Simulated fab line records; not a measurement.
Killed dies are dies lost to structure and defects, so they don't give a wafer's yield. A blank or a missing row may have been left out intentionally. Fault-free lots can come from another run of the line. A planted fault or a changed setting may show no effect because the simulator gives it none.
fab line records    flow nandHarc
[record] lots = 5  wafers = 15  lastDay = 31
route steps=1302 shown A_SGD_CUT@910 A_SLIT@922 A_SIN_REMOVE@947 END@1302
lots untouched by any fault: they come from a run of this same line in which no faults occurred
startH: hours from the record's opening day to when the first of the lot's shown wafers began    waitH: how many hours have passed since the lot's step before this one    " same as the row above    L1.1+2: one row covering several wafers at once    - value missing, or start not given    * or withheld: withheld    < > ~ a bound
route shown NAME@n: names a module that has steps shown in the file, with the first one's number in the route    usual: mean/standard deviation of fault-free wafers    same: alike in all rows    chamber/n: place in a boat    sites: per-site readings    _std_site: standard deviation across them    _edge_site: mean of outer sites minus mean of inner sites    radiusMm: how far each site lies from the wafer's centre    mask NAME#n: copy n    behind: the most recent tool/chamber to have shaped the wafer    hold: why the lot was held/for how many hours/how that ended    device: whichever transistor did not switch (one of n, p or np)    end of line: at the end of the route, the tests of the same wafers    a step with no rows: only its recipe    killed: not the wafer's yield, but the dies lost to structure and defects at the first sort    map: per-die view of a wafer (x killed, . not killed, _ where there is no die)
set.NAME: the setting the step ran with; set.NAME@STEP: the setting that earlier step ran with    model.NAME: the simulator's own value behind a step, which no gauge read
lots at selected steps of the route; one table per step, one row per wafer
services: from which hour (startH, from the record's first day; less than 0 if before it) a tool's chamber was out of use, for how many hours, and why
[[steps]]
[step NHARC_A_SGD_CUT_STRIP_17]
[recipe] o2FlowSccm = 500  arFlowSccm = 0  biasW = 0  chemistry = O2
[usual] chamberPressureMTorr = 60.00/0.053  drypumpMotorCurrentA = 6.13/0.29  oesProductAu = 0.997/0.0075  rfVppV = 58.0/0.91  showerheadPlenumPTorr = 3.61/0.13  throttleValvePct = 17.037/0.009
lot.wafer  tool        chamber  startH  waitH  chamberPressureMTorr  drypumpMotorCurrentA  oesProductAu  rfHoursCounterH  rfVppV  showerheadPlenumPTorr  throttleValvePct
L893.1     rieDiel-02  1        -       -      60.04                 6.38                  1.000         3.9              58.7    3.72                   17.039
L893.3     "           0        "       "      59.95                 5.80                  0.988         3.6              57.7    3.56                   17.038
L893.5     "           1        "       "      60.00                 6.41                  0.996         -                56.9    3.72                   17.030
L897.3     rieDiel-02  1        -       -      60.01                 6.37                  0.993         6.2              57.5    3.72                   17.042
L897.2     "           0        "       "      59.98                 5.84                  0.999         6.4              57.4    3.56                   17.044
L897.5     "           1        "       "      60.06                 6.35                  0.997         -                58.4    3.72                   17.034
L898.3     rieDiel-13  2        -       -      60.01                 5.75                  1.007         0.2              58.2    3.53                   17.040
L898.2     "           3        "       "      59.96                 5.93                  1.001         0.3              58.7    3.75                   17.034
L898.5     "           2        "       "      59.93                 5.75                  0.998         -                57.3    3.53                   17.044
L900.4     rieDiel-02  0        -       -      60.02                 5.80                  0.998         7.7              56.3    3.56                   17.054
L900.2     "           3        "       "      59.92                 6.14                  0.997         7.0              56.8    3.77                   17.026
L900.6     "           1        "       "      59.95                 6.38                  0.999         -                59.0    3.72                   17.023
L905.4     rieDiel-02  2        -       -      60.01                 6.02                  1.001         1.3              57.9    3.69                   17.046
L905.3     "           3        "       "      60.03                 6.15                  0.982         1.6              58.6    3.76                   17.046
L905.5     "           1        "       "      60.10                 6.35                  0.987         -                58.0    3.72                   17.027
[step NHARC_A_SGD_CUT_PRECLEAN_18]
[recipe] timeS = *  tempC = 50  bathAgeMin = 0  chemistry = SC1
[step NHARC_A_SGD_CUT_SRD_19]
[step NHARC_A_SGD_CUT_DEP_20]
[recipe] targetThkA = 1500  tempC = 65  material = SiO2
[step NHARC_A_SGD_CUT_ANNEAL_27]
[recipe] tempC = 450  timeS = 1800
[step NHARC_A_SGD_CUT_CMP_21]
[recipe] targetThkNm = 148.19
[usual] edgeZonePressureFrac = 1.000/0.0046  motorCurrentA = 12.3/0.85  timeToEndpointS = 51.1/2.2
lot.wafer  tool    chamber  startH  waitH  edgeZonePressureFrac  motorCurrentA  timeToEndpointS
L893.3     cmp-03  1        481.07  0.4    1.004                 13.2           51.9
L893.1     "       2        "       "      0.998                 12.6           47.7
L893.5     "       3        "       "      0.999                 11.0           49.5
L897.2     cmp-03  0        528.49  0.4    1.013                 12.2           49.7
L897.3     "       1        "       "      1.003                 13.1           51.5
L897.5     "       0        "       "      1.000                 12.9           49.1
L898.2     cmp-01  0        534.47  0.4    0.997                 12.9           52.3
L898.3     "       2        "       "      0.994                 13.0           52.2
L898.5     "       3        "       "      1.005                 10.4           51.8
L900.4     cmp-02  3        549.53  0.4    1.006                 12.5           50.8
L900.2     "       1        "       "      0.999                 12.0           47.2
L900.6     "       0        "       "      1.006                 12.5           49.8
L905.4     cmp-02  3        612.35  0.4    0.992                 12.7           51.3
L905.3     "       1        "       "      0.999                 12.8           50.6
L905.5     "       3        "       "      1.004                 12.6           54.0
[step NHARC_A_SGD_CUT_THK_MEAS_22]
[recipe] thkMeasGauge = ellipsometry
[usual] thkNm = 148.4/1.3
lot.wafer  tool          chamber  startH  waitH  thkNm
L893.1     filmMetro-02  -        481.28  0.2    148.2
L893.3     "             -        "       "      149.1
L893.5     "             -        "       "      148.4
L897.2     filmMetro-01  -        528.75  0.2    149.0
L897.3     "             -        "       "      148.9
L897.5     "             -        "       "      149.7
L898.2     filmMetro-01  -        534.70  0.2    150.8
L898.3     "             -        "       "      148.8
L898.5     "             -        "       "      149.0
L900.2     filmMetro-01  -        549.79  0.2    147.8
L900.4     "             -        "       "      148.8
L900.6     "             -        "       "      149.1
L905.3     filmMetro-02  -        612.61  0.2    146.4
L905.4     "             -        "       "      148.6
L905.5     "             -        "       "      148.0
[step NHARC_A_SGD_CUT_SRD_23]
[step NHARC_A_SGD_CUT_ETCH_26]
[recipe] targetDepthA = 458  chemistry = dHF  material = SiO2
[step NHARC_A_SGD_CUT_ETCHBACK_24]
[recipe] targetDepthA = 500  overEtchFrac = 0.3  timeS = 92.857  ionEnergyEv = 120  ch3fFlowSccm = 50  o2FlowSccm = 30  arFlowSccm = 200  rfW = 500  biasW = 100  chemistry = CH3F/O2
[usual] chamberPressureMTorr = 25.001/0.022  drypumpMotorCurrentA = 6.15/0.28  oesProductAu = 0.96/0.036  rfVppV = 244.9/1.5  showerheadPlenumPTorr = 2.51/0.099  throttleValvePct = 20.662/0.0086
lot.wafer  tool        chamber  startH  waitH  chamberPressureMTorr  drypumpMotorCurrentA  oesProductAu  rfHoursCounterH  rfVppV  showerheadPlenumPTorr  throttleValvePct
L893.3     rieDiel-12  3        481.50  0.1    25.002                6.51                  0.92          3                243.6   2.47                   20.678
L893.1     "           2        "       "      24.968                6.28                  0.92          2                242.1   2.30                   20.667
L893.5     "           3        "       "      24.991                6.49                  0.93          -                243.0   2.47                   20.680
L897.2     rieDiel-02  1        528.97  0.1    24.999                6.40                  0.92          6                247.0   2.60                   20.670
L897.3     "           0        "       "      25.038                5.81                  0.92          6                243.7   2.48                   20.668
L897.5     "           2        "       "      25.012                5.99                  0.92          -                244.9   2.58                   20.661
L898.3     rieDiel-02  3        534.93  0.1    25.000                6.12                  0.99          6                247.5   2.63                   20.657
L898.2     "           0        "       "      25.004                5.81                  0.98          7                244.7   2.48                   20.659
L898.5     "           3        "       "      24.992                6.10                  0.99          -                247.2   2.63                   20.647
L900.4     rieDiel-12  0        550.01  0.1    24.972                6.24                  1.00          9                245.5   2.57                   20.673
L900.2     "           2        "       "      24.986                6.33                  1.01          9                241.6   2.29                   20.663
L900.6     "           1        "       "      25.016                5.71                  1.00          -                243.2   2.41                   20.656
L905.3     rieDiel-13  0        612.84  0.2    24.993                6.60                  1.01          6                243.6   2.39                   20.643
L905.4     "           2        "       "      25.019                5.75                  1.00          5                244.2   2.46                   20.654
L905.5     "           1        "       "      24.975                6.34                  0.99          -                244.9   2.56                   20.668
[step NHARC_A_SGD_CUT_STRIP_28]
[recipe] timeS = 20  o2FlowSccm = 500  arFlowSccm = 0  biasW = 0  chemistry = O2
[step NHARC_A_SGD_CUT_INSPECT_25]
[usual] rawDefectCount = 397/90
lot.wafer  tool              chamber  startH  waitH  rawDefectCount
L893.1     defectInspect-02  -        481.74  -      582
L893.3     "                 -        "       "      448
L893.5     "                 -        "       "      355
L897.2     defectInspect-01  -        529.21  -      469
L897.3     "                 -        "       "      548
L897.5     "                 -        "       "      372
L898.2     defectInspect-01  -        535.17  -      702
L898.3     "                 -        "       "      456
L898.5     "                 -        "       "      288
L900.2     defectInspect-01  -        550.25  -      455
L900.4     "                 -        "       "      290
L900.6     "                 -        "       "      367
L905.3     defectInspect-02  -        613.09  -      335
L905.4     "                 -        "       "      343
L905.5     "                 -        "       "      346
[step NHARC_A_SLIT_DEP_25]
[recipe] targetThkA = 2000  tempC = 400  pressureTorr = 6.5  rfW = 900  teosFlowSccm = 161.4  flowSccm = 2650  targetThkNm = 200  gas = O2  material = SiO2
[usual] heaterPowerOuterW = 265/44  heaterPowerW = 502/66  mfcPrecursorSccm = 161.4/0.48  throttleValvePct = 16.0/0.42
lot.wafer  tool      chamber  startH  waitH  heaterPowerOuterW  heaterPowerW  mfcPrecursorSccm  sinceWetCleanH  throttleValvePct
L893.1     pecvd-03  0        481.81  0.1    242                558           161.7             102             15.6
L893.3     "         2        "       "      300                528           162.0             102             15.8
L893.5     "         0        "       "      259                566           162.4             -               16.2
L897.3     pecvd-04  2        529.32  0.1    211                433           161.3             66              15.7
L897.2     "         0        "       "      213                401           162.2             66              16.3
L897.5     "         0        "       "      221                420           161.2             -               16.2
L898.2     pecvd-01  0        535.30  0.1    240                486           160.7             30              16.5
L898.3     "         1        "       "      288                471           160.6             -               15.7
L898.5     "         1        "       "      295                478           161.4             -               15.6
L900.2     pecvd-01  0        550.36  0.1    245                475           161.6             45              16.7
L900.6     "         2        "       "      230                423           161.3             -               16.5
L900.4     "         0        "       "      243                486           161.0             -               16.3
L905.3     pecvd-03  1        613.15  0.1    282                562           161.3             52              16.1
L905.4     "         1        "       "      287                556           161.3             -               16.3
L905.5     "         0        "       "      236                529           161.4             -               15.6
[step NHARC_A_SLIT_DEP_00]
[recipe] targetThkA = 62000  tempC = 400  material = aC
[usual] throttleValvePct = 35.000/0.0095
lot.wafer  tool       chamber  startH  waitH  throttleValvePct
L893.1     aclDep-01  0        482.75  -      34.995
L893.3     "          0        484.00  -      34.990
L893.5     "          0        485.25  -      34.996
L897.2     aclDep-02  0        530.25  -      35.000
L897.3     "          0        "       "      35.002
L897.5     "          0        532.15  -      35.020
L898.2     aclDep-03  0        536.32  1.0    35.018
L898.3     "          0        "       "      35.006
L898.5     "          0        538.19  2.7    34.976
L900.2     aclDep-02  0        551.29  -      34.990
L900.4     "          0        552.55  -      35.010
L900.6     "          0        553.80  -      34.991
L905.3     aclDep-01  0        617.24  -      35.013
L905.4     "          0        "       "      34.986
L905.5     "          0        "       "      34.987
[step NHARC_A_SLIT_DEP_23]
[recipe] targetThkA = 1000  targetThkNm = 100  tempC = 400  pressureTorr = 3.5  flowSccm = 200  rfW = 350  material = SiON
[step NHARC_A_SLIT_DEHYDRATE_01]
[recipe] tempC = 150  timeS = 120
[step NHARC_A_SLIT_HMDS_02]
[recipe] timeS = 30
[step NHARC_A_SLIT_COAT_03]
[recipe] spinRpm = 1500  resistThkNm = 90
[step NHARC_A_SLIT_SOFTBAKE_04]
[recipe] tempC = 105  timeS = 55
[step NHARC_A_SLIT_EBR_05]
[step NHARC_A_SLIT_EXPOSE_06]
[recipe] na = 1.35  doseMj = 60.82  maskId = SLIT
[step NHARC_A_SLIT_PEB_07]
[recipe] pebTempC = 100  pebTimeS = 65
[step NHARC_A_SLIT_DEVELOP_08]
[recipe] developTimeS = 35  devTempC = 23
[step NHARC_A_SLIT_CD_MEAS_09]
[recipe] targetCdNm = 300  landingEnergyEv = 500
[usual] cdNm = 299.8/0.48
lot.wafer  tool      chamber  startH  waitH  cdNm
L893.1     cdSem-01  0        487.08  -      299.5
L893.3     "         0        "       "      299.7
L893.5     "         0        "       "      300.1
L897.2     cdSem-01  0        534.12  -      299.5
L897.3     "         0        "       "      299.1
L897.5     "         0        "       "      299.6
L898.2     cdSem-01  0        541.64  -      299.9
L898.3     "         0        "       "      299.3
L898.5     "         0        "       "      299.9
L900.2     cdSem-02  0        555.14  -      299.3
L900.4     "         0        "       "      300.3
L900.6     "         0        "       "      299.6
L905.3     cdSem-03  0        620.47  -      300.0
L905.4     "         0        "       "      300.0
L905.5     "         0        "       "      299.8
[step NHARC_A_SLIT_OVL_MEAS_10]
[usual] overlayXNm = -0.1/0.71  overlayYNm = -0.2/0.94
lot.wafer  tool        chamber  startH  waitH  overlayXNm  overlayYNm
L893.1     overlay-01  -        487.16  -      -1.2        -2.2
L893.3     "           -        "       "      -1.0        -2.2
L893.5     "           -        "       "      -0.5        -1.6
L897.2     overlay-02  -        534.21  -      0.1         -1.8
L897.3     "           -        "       "      0.7         -1.9
L897.5     "           -        "       "      0.8         -1.0
L898.2     overlay-01  -        541.72  -      -1.1        -1.1
L898.3     "           -        "       "      -1.3        -0.7
L898.5     "           -        "       "      -0.8        -0.6
L900.2     overlay-02  -        555.22  -      0.3         1.3
L900.4     "           -        "       "      0.1         0.2
L900.6     "           -        "       "      -0.4        0.8
L905.3     overlay-01  -        620.55  -      -1.4        -1.3
L905.4     "           -        "       "      -1.5        -1.3
L905.5     "           -        "       "      -1.2        -1.3
[step NHARC_A_SLIT_DESCUM_14]
[recipe] timeS = 3  o2FlowSccm = 200  arFlowSccm = 0  biasPowerW = 0  chemistry = O2
[step NHARC_A_SLIT_ETCH_24]
[recipe] targetDepthA = 1210  timeS = 60.5  cf4FlowSccm = 100  chf3FlowSccm = 30  arFlowSccm = 0  rfW = 500  biasW = 200  chemistry = CF4/CHF3
[step NHARC_A_SLIT_ETCH_15]
[recipe] targetDepthA = 62000  overEtchFrac = 0.3  timeS = 1612  ionEnergyEv = 150  o2FlowSccm = 400  cosFlowSccm = 20  arFlowSccm = 0  rfW = 500  biasW = 300  chemistry = O2/COS
[step NHARC_A_SLIT_ETCH_17]
[recipe] biasV = 900  sourceW = withheld  pressureMtorr = 20  arFlowSccm = 375  c4f8FlowSccm = 83.3  o2FlowSccm = 41.7  timeS = 4254.5  targetDepthA = 2.03e+05  chemistry = C4F8/O2/Ar
[usual] chamberPressureMTorr = 20.001/0.02  drypumpMotorCurrentA = 5.6/0.54  showerheadPlenumPTorr = 3.68/0.18  throttleValvePct = 32.046/0.009
lot.wafer  tool        chamber  startH  waitH  chamberPressureMTorr  drypumpMotorCurrentA  rfHoursCounterH  showerheadPlenumPTorr  throttleValvePct
L893.1     harEtch-02  1        488.53  -      20.024                6.0                   62               3.90                   32.049
L893.3     "           0        490.37  -      20.002                6.4                   -                3.91                   32.034
L893.5     "           1        "       "      20.010                6.0                   -                3.90                   32.036
L897.2     harEtch-01  0        535.81  -      19.975                5.1                   293              3.46                   32.040
L897.3     "           1        537.60  -      20.010                5.1                   -                3.63                   32.048
L897.5     "           1        538.79  -      20.002                5.1                   -                3.63                   32.047
L898.2     harEtch-02  1        543.07  -      20.011                6.0                   89               3.89                   32.061
L898.3     "           1        544.28  -      20.009                6.0                   -                3.89                   32.057
L898.5     "           1        545.49  -      19.983                6.0                   -                3.89                   32.054
L900.2     harEtch-01  0        556.84  -      20.007                5.2                   308              3.45                   32.050
L900.4     "           0        558.06  -      20.010                5.2                   -                3.45                   32.049
L900.6     "           0        559.28  -      20.025                5.1                   -                3.45                   32.046
L905.3     harEtch-01  0        623.46  -      20.018                5.1                   -                3.43                   32.051
L905.4     "           1        "       "      20.014                5.1                   -                3.60                   32.059
L905.5     "           1        625.24  -      20.022                5.1                   -                3.60                   32.046
[step NHARC_A_SLIT_ETCH_26]
[recipe] biasV = 400  sourceW = 2000  pressureMtorr = 25  timeS = 90  arFlowSccm = 375  c4f8FlowSccm = 41.7  o2FlowSccm = 83.3  targetDepthA = 4000  chemistry = C4F8/O2/Ar
[step NHARC_A_SLIT_STRIP_28]
[recipe] o2FlowSccm = 400  cosFlowSccm = 20  arFlowSccm = 0  biasW = 0  chemistry = O2/COS
[step NHARC_A_SLIT_ETCH_29]
[recipe] targetDepthA = 1000  overetchA = 100  timeS = 55  ionEnergyEv = 100  cf4FlowSccm = 80  o2FlowSccm = 20  arFlowSccm = 0  rfW = 300  biasW = 100  chemistry = CF4/O2
[step NHARC_A_SLIT_STRIP_18]
[recipe] o2FlowSccm = 500  arFlowSccm = 0  biasW = 0  chemistry = O2
[step NHARC_A_SLIT_PRECLEAN_19]
[recipe] timeS = *  tempC = 50  bathAgeMin = 0  chemistry = SC1
[step NHARC_A_SLIT_SRD_20]
[step NHARC_A_SLIT_CD_MEAS_21]
[usual] cdNm = 289.6/0.71
lot.wafer  tool      chamber  startH  waitH  cdNm
L893.1     cdSem-02  -        493.64  -      289.8
L893.3     "         -        "       "      290.5
L893.5     "         -        "       "      290.0
L897.2     cdSem-03  -        540.89  -      290.2
L897.3     "         -        "       "      289.6
L897.5     "         -        "       "      289.8
L898.2     cdSem-02  -        548.12  -      290.2
L898.3     "         -        "       "      289.8
L898.5     "         -        "       "      289.9
L900.2     cdSem-01  -        561.91  -      290.4
L900.4     "         -        "       "      289.6
L900.6     "         -        "       "      290.0
L905.3     cdSem-01  -        627.27  -      290.0
L905.4     "         -        "       "      290.7
L905.5     "         -        "       "      289.9
[step NHARC_A_SIN_REMOVE_WET_00]
[recipe] tempC = 160  timeS = 15300  chemistry = H3PO4
[step NHARC_A_SIN_REMOVE_PRECLEAN_01]
[recipe] timeS = *  tempC = 50  bathAgeMin = 0  chemistry = SC1
[step NHARC_A_SIN_REMOVE_SRD_02]
[step NHARC_END_SORT_01]
[recipe] tempC = 25
[usual] killedAtArray = 60/21  killedAtOther = 1.0/1.2  killedAtPeriphery = 4.2/2.8  killedDies = 65/20  killedOpen = 3.1/1.8  killedShort = 2.6/1.6
[same] grossDies = 677
lot.wafer  tool       chamber  startH  waitH  killedAtArray  killedAtOther  killedAtPeriphery  killedDies  killedOpen  killedShort
L905.5     prober-02  0        738.75  3.7    138            0              10                 148         9           4
// killed by level:class
L905.5 A_SLIT:unspecified=46 A_CHANNEL_HOLE_D1:chamberFilmFlake=28 A_CHANNEL_HOLE_D2:chamberFilmFlake=20 A_SLIT:chamberFilmFlake=19 A_CONTACT:chamberFilmFlake=12 A_STAIRCASE:chamberFilmFlake=4 A_CHANNEL_FILL_D2:geometricParticle:open=2 P_GATE:chamberFilmFlake=2
// map L905.5 (x killed, . not)
____________.____________
_________..xxxxx_________
_______......xxxxx_______
______.......xxxxxx______
_____.........x.xx.._____
____......x.xxxxx....____
____......x.xx.......____
___.........xxx.x..x..___
___.........x.xxx....x___
__.........xxxxxxxx....__
__.....x..xxxxxxxxx....__
_..........xx..xxxxx...._
_.......xx.....xxx.xx..x_
_............x..xx......_
_...........x...x.x.x..._
_...x...........x......x_
................x........
.x.x......x....xx.....xx.
..................x.x.x.x
............x.......x.xxx
..........x.........xxxxx
_...............x..xxxxx_
_..................xxxxx_
_...................xxxx_
_..................xxxxx_
_...................xxxx_
__.............x...xxxx__
__x..........x......xxx__
___....x............xx___
___.................x.___
____...x.....x......x____
____...x.............____
_____..............x_____
______.............______
_______..........._______
_________......x_________
____________.____________
// map L893.5 (x killed, . not)
____________.____________
_________......._________
_______..........._______
______........x....______
_____..x............_____
____x................____
____..xxx.....x.x....____
___....xx..xx....x.x..___
___..xxxx.x...x.x..x..___
__..xxxxxxx..x.xxxxxx..__
__...xxxx.....x.xxx....__
_.....xx.xx...x.xx....x._
_.....xx.x....xxxxx....._
_.....xx.......xxx.x...._
_......x......x...x....._
_.............x..x......_
..........x....x.........
.............x...x.......
.......................x.
.........................
.........................
_......................._
_......................._
_......................._
_x......x..............._
_......................._
__.....................__
__.....................__
___..............x....___
___...................___
____.......xx........____
____...........x.....____
_____.......x......._____
______..xx.........______
_______.xx........_______
_________......._________
____________.____________
[[services]]
tool        chamber  startH  hours  kind
cmp-03      -        451.12  0.5    repair
cmp-03      -        454.50  1.3    repair
cmp-03      -        457.10  4.0    pm
rieDiel-13  -        458.41  0.8    repair
pecvd-01    -        459.76  1.4    repair
rieDiel-02  3        471.52  1.4    repair
pecvd-01    -        478.88  1.2    repair
pecvd-01    -        492.07  13.0   pm
cmp-02      -        504.40  1.8    repair
rieDiel-12  -        517.53  2.0    repair
rieDiel-13  -        519.00  9.0    pm
pecvd-03    -        521.54  1.5    repair
cmp-02      -        526.38  6.8    repair
pecvd-01    2        530.74  6.2    repair
cmp-03      -        531.46  6.7    repair
rieDiel-02  2        539.87  1.9    repair
pecvd-03    -        547.83  13.0   pm
aclDep-01   -        552.54  13.0   pm
cmp-03      -        555.10  4.0    pm
cmp-03      -        567.50  0.9    repair
rieDiel-02  -        570.70  9.0    pm
pecvd-01    1        572.70  4.7    repair
rieDiel-12  -        577.77  1.1    repair
cmp-02      -        582.61  0.8    repair
[[key]]
[firstSign] step = NHARC_END_SORT_01  reading = killedDies  direction = up  sigmas = 4.1  usual = 65  struck = 148
[effect] step = NHARC_END_SORT_01  reading = killedAtArray  direction = up  sigmas = 3.8  usual = 60  struck = 138
[moreKillsBornAt] NHARC_A_SLIT_DEP_25@pecvd-03 = 46
metAt NHARC_A_SLIT_DEP_25
struckWafers L905.5
testerLeftOut L905
onsetBetween 481.81 613.15
[fault] kind = chamberParticleSource  tool = pecvd-03  chamber = 0  onsetH = 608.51  steps = NHARC_A_SLIT_DEP_25  ratePerVisitCm2 = 0.51858  endH = 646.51
// testerLeftOut: of these lots the tester's yield and bins aren't shown, on N5 and GAA mostly nor the transistor test; their killed dies are dies lost to structure and defects alone, not to doping, threshold or leakage, so they don't give the yield
